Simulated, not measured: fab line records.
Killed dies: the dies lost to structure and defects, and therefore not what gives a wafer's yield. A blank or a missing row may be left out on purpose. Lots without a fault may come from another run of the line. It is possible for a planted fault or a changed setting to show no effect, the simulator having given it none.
Which tool is to blame?    flow n5Finfet    24 lots, 72 wafers sampled, at 5 steps of a route of 1938

WHAT THE GAUGES READ, wafer by wafer
N5_BEOL_M9_RS_MEAS_57: measurement is done with a four-point probe.
lot   measured      on            M9_RS (ohm/sq)
L076  day 9 22:04   filmMetro-01  0.160 0.156 0.157
L074  day 10 07:59  filmMetro-01  0.145 0.148 0.153
L075  day 10 09:57  filmMetro-02  0.146 0.142 0.147
L077  day 11 03:21  filmMetro-01  0.157 0.148 0.154
L078  day 11 05:46  filmMetro-02  0.158 0.156 0.159
L081  day 11 08:58  filmMetro-02  0.160 0.151 0.157
L079  day 11 11:37  filmMetro-01  0.156 0.145 0.159
L080  day 11 13:00  filmMetro-02  0.149 0.158 0.157
L082  day 12 05:07  filmMetro-01  0.146 0.153 0.152
L084  day 12 12:49  filmMetro-02  0.158 0.160 0.159
L083  day 12 13:52  filmMetro-02  0.153 0.159 0.159
L085  day 12 17:04  filmMetro-01  0.149 0.149 0.157
L086  day 12 19:48  filmMetro-01  0.153 0.156 0.143
L087  day 13 03:22  filmMetro-01  0.147 0.150 0.148
L089  day 13 08:36  filmMetro-02  0.150 0.151 0.152
L088  day 13 11:13  filmMetro-01  0.155 0.157 0.158
L090  day 13 12:25  filmMetro-02  0.150 0.153 0.151
L091  day 13 21:35  filmMetro-01  0.140 0.159 0.148
L093  day 14 18:55  filmMetro-01  0.141 0.143 0.161
L092  day 14 20:56  filmMetro-01  0.158 0.161 0.164
L094  day 15 03:24  filmMetro-02  0.153 0.155 0.157
L095  day 15 04:43  filmMetro-02  0.159 0.154 0.155
L096  day 15 08:53  filmMetro-01  0.153 0.157 0.158
L097  day 15 09:40  filmMetro-01  0.145 0.153 0.149

N5_BEOL_M9_INSPECT_58: inspects for defects (darkfield).
lot   measured      on                rawDefectCount
L076  day 9 22:05   defectInspect-02  69 72 55
L074  day 10 08:01  defectInspect-01  164 194 119
L075  day 10 09:59  defectInspect-01  81 82 48
L077  day 11 03:23  defectInspect-01  59 55 79
L078  day 11 05:47  defectInspect-01  25 83 38
L081  day 11 09:00  defectInspect-01  79 67 89
L079  day 11 11:38  defectInspect-01  60 68 64
L080  day 11 13:01  defectInspect-02  67 72 56
L082  day 12 05:09  defectInspect-02  58 91 92
L084  day 12 12:50  defectInspect-02  86 86 98
L083  day 12 13:53  defectInspect-02  43 53 79
L085  day 12 17:05  defectInspect-02  93 56 103
L086  day 12 19:50  defectInspect-02  69 79 72
L087  day 13 03:24  defectInspect-02  62 62 44
L089  day 13 08:38  defectInspect-02  49 32 55
L088  day 13 11:14  defectInspect-01  85 63 63
L090  day 13 12:27  defectInspect-02  80 76 53
L091  day 13 21:37  defectInspect-01  79 66 120
L093  day 14 18:57  defectInspect-01  110 209 59
L092  day 14 20:58  defectInspect-02  92 75 76
L094  day 15 03:26  defectInspect-01  79 75 94
L095  day 15 04:44  defectInspect-02  53 51 82
L096  day 15 08:55  defectInspect-02  37 49 65
L097  day 15 09:41  defectInspect-01  102 113 92

N5_BEOL_M10_INSPECT_13: inspects for defects (brightfield).
lot   measured      on                rawDefectCount
L076  day 10 01:47  defectInspect-02  296 319 243
L074  day 10 10:47  defectInspect-01  553 641 500
L075  day 10 11:44  defectInspect-01  496 648 430
L077  day 11 05:32  defectInspect-01  626 782 387
L078  day 11 08:45  defectInspect-01  335 469 403
L081  day 11 10:38  defectInspect-02  439 452 430
L079  day 11 13:31  defectInspect-01  354 396 330
L080  day 11 16:28  defectInspect-01  566 412 322
L082  day 12 09:00  defectInspect-02  416 352 513
L084  day 12 15:49  defectInspect-02  553 403 396
L083  day 12 16:28  defectInspect-02  342 504 483
L085  day 12 18:17  defectInspect-02  358 340 380
L086  day 12 21:14  defectInspect-02  398 415 501
L087  day 13 07:09  defectInspect-02  342 277 398
L089  day 13 10:27  defectInspect-01  379 265 405
L088  day 13 14:02  defectInspect-02  497 357 254
L090  day 13 14:47  defectInspect-01  493 541 326
L091  day 13 23:49  defectInspect-02  428 478 542
L093  day 14 20:19  defectInspect-01  433 672 323
L092  day 14 22:54  defectInspect-01  412 429 385
L094  day 15 06:53  defectInspect-02  350 283 399
L095  day 15 07:15  defectInspect-02  420 542 318
L096  day 15 10:43  defectInspect-01  508 386 477
L097  day 15 10:52  defectInspect-02  358 266 309

EACH LOT AND THE TOOL THAT RAN IT (in order: tool; ch and the chambers of the sampled wafers; start)
lot   N5_BEOL_M9_CURE_72            N5_BEOL_M9_ALD_74
L076  uvCure-01 ch 1, day 9 17:53   aldMetal-04 ch 0,1, day 9 20:32
L074  uvCure-01 ch 1, day 10 04:33  aldMetal-02 ch 2,3, day 10 04:59
L075  uvCure-01 ch 1, day 10 07:35  aldMetal-03 ch 1,2, day 10 08:04
L077  uvCure-01 ch 1, day 11 01:13  aldMetal-03 ch 1,3, day 11 01:41
L078  uvCure-03 ch 2, day 11 01:47  aldMetal-04 ch 2,3, day 11 02:13
L081  uvCure-02 ch 0, day 11 06:44  aldMetal-04 ch 0,3, day 11 07:11
L079  uvCure-02 ch 0, day 11 09:26  aldMetal-02 ch 1,2,3, day 11 09:54
L080  uvCure-02 ch 0, day 11 10:33  aldMetal-04 ch 2,3, day 11 11:25
L082  uvCure-02 ch 1, day 12 01:08  aldMetal-04 ch 0,2,3, day 12 01:47
L084  uvCure-03 ch 0, day 12 10:42  aldMetal-04 ch 0,1,3, day 12 11:04
L083  uvCure-01 ch 2, day 12 12:03  aldMetal-04 ch 0,2, day 12 12:25
L085  uvCure-01 ch 2, day 12 13:20  aldMetal-03 ch 0,2, day 12 15:17
L086  uvCure-02 ch 1, day 12 17:36  aldMetal-02 ch 0,2,3, day 12 18:04
L087  uvCure-01 ch 2, day 13 00:54  aldMetal-04 ch 0,1,3, day 13 01:38
L089  uvCure-01 ch 1, day 13 06:38  aldMetal-03 ch 1,2, day 13 07:02
L088  uvCure-03 ch 0, day 13 07:04  aldMetal-02 ch 1,3, day 13 07:42
L090  uvCure-03 ch 1, day 13 10:26  aldMetal-02 ch 1,2, day 13 10:52
L091  uvCure-02 ch 0, day 13 18:41  aldMetal-02 ch 0,1,3, day 13 19:22
L093  uvCure-03 ch 0, day 14 15:32  aldMetal-03 ch 1,2, day 14 17:10
L092  uvCure-01 ch 0, day 14 17:41  aldMetal-02 ch 0,1,3, day 14 19:06
L094  uvCure-03 ch 0, day 15 00:48  aldMetal-04 ch 0,1,3, day 15 01:15
L095  uvCure-02 ch 1, day 15 01:13  aldMetal-04 ch 0,2,3, day 15 01:47
L096  uvCure-03 ch 2, day 15 06:33  aldMetal-03 ch 1,2,3, day 15 07:07
L097  uvCure-01 ch 0, day 15 06:41  aldMetal-04 ch 0,1,2, day 15 07:13
- N5_BEOL_M9_CURE_72: cures SiCOH lowk, time 120 s.
- N5_BEOL_M9_ALD_74: deposits TaN, target thk 2 nm, pulse time 2 s, purge time 3 s.

WHAT THE TOOLS THEMSELVES READ (means of the sampled wafers that have a number; where no wafer has one, the mark that the record gives instead)
N5_BEOL_M9_CURE_72.
lot   tool       lampPowerPct (%)  wafer_temp_C_max
L076  uvCure-01  52.34             371.9
L074  uvCure-01  52.33             372.0
L075  uvCure-01  52.28             372.0
L077  uvCure-01  52.29             371.6
L078  uvCure-03  52.31             373.1
L081  uvCure-02  52.30             371.8
L079  uvCure-02  52.31             371.5
L080  uvCure-02  52.33             371.8
L082  uvCure-02  52.26             371.5
L084  uvCure-03  52.32             372.0
L083  uvCure-01  52.34             371.8
L085  uvCure-01  52.32             371.8
L086  uvCure-02  52.31             371.7
L087  uvCure-01  52.26             372.8
L089  uvCure-01  52.33             371.6
L088  uvCure-03  52.32             371.6
L090  uvCure-03  52.32             372.1
L091  uvCure-02  52.33             371.4
L093  uvCure-03  52.28             371.8
L092  uvCure-01  52.25             371.6
L094  uvCure-03  52.33             371.8
L095  uvCure-02  52.29             371.8
L096  uvCure-03  52.30             372.3
L097  uvCure-01  52.31             371.3

N5_BEOL_M9_ALD_74.
lot   tool         heaterPowerW (W)  mfcCarrierSccm (sccm)
L076  aldMetal-04  425               1507
L074  aldMetal-02  416               1497
L075  aldMetal-03  372               1496
L077  aldMetal-03  464               1495
L078  aldMetal-04  427               1503
L081  aldMetal-04  438               1500
L079  aldMetal-02  388               1499
L080  aldMetal-04  402               1499
L082  aldMetal-04  417               1493
L084  aldMetal-04  437               1502
L083  aldMetal-04  396               1502
L085  aldMetal-03  349               1502
L086  aldMetal-02  400               1494
L087  aldMetal-04  440               1502
L089  aldMetal-03  379               1501
L088  aldMetal-02  403               1500
L090  aldMetal-02  389               1503
L091  aldMetal-02  374               1500
L093  aldMetal-03  428               1499
L092  aldMetal-02  385               1501
L094  aldMetal-04  429               1501
L095  aldMetal-04  422               1498
L096  aldMetal-03  421               1503
L097  aldMetal-04  414               1502

THE ANSWER, worked out from the rows above alone
Rule: usual is defined by the lots themselves. The widest of any qualifying gaps counts: lots, ordered by their means at a reading, are off when they make up no more than a third of the lots, leave a main group of 4 or more, and stand apart from it by 3 or more times the standard deviation of that group's means. A main group whose means are all the same, to the digits that the tables above print for the reading, isn't used. Also off: a lot with no number at a reading for which 4 or more lots have one. Any other lot the step has rows for is counted as sound. Order of review: gauges by route order, followed by the tools' own readings, for which a lot's mean as printed above is used. The first step at which some lot is off is used, and at that step the reading that is off furthest; a lot without a number counts as furthest.
No lot is off on any of the readings shown, so nothing can be concluded from this.

WHAT HAD BEEN PUT IN BY THE SIMULATOR
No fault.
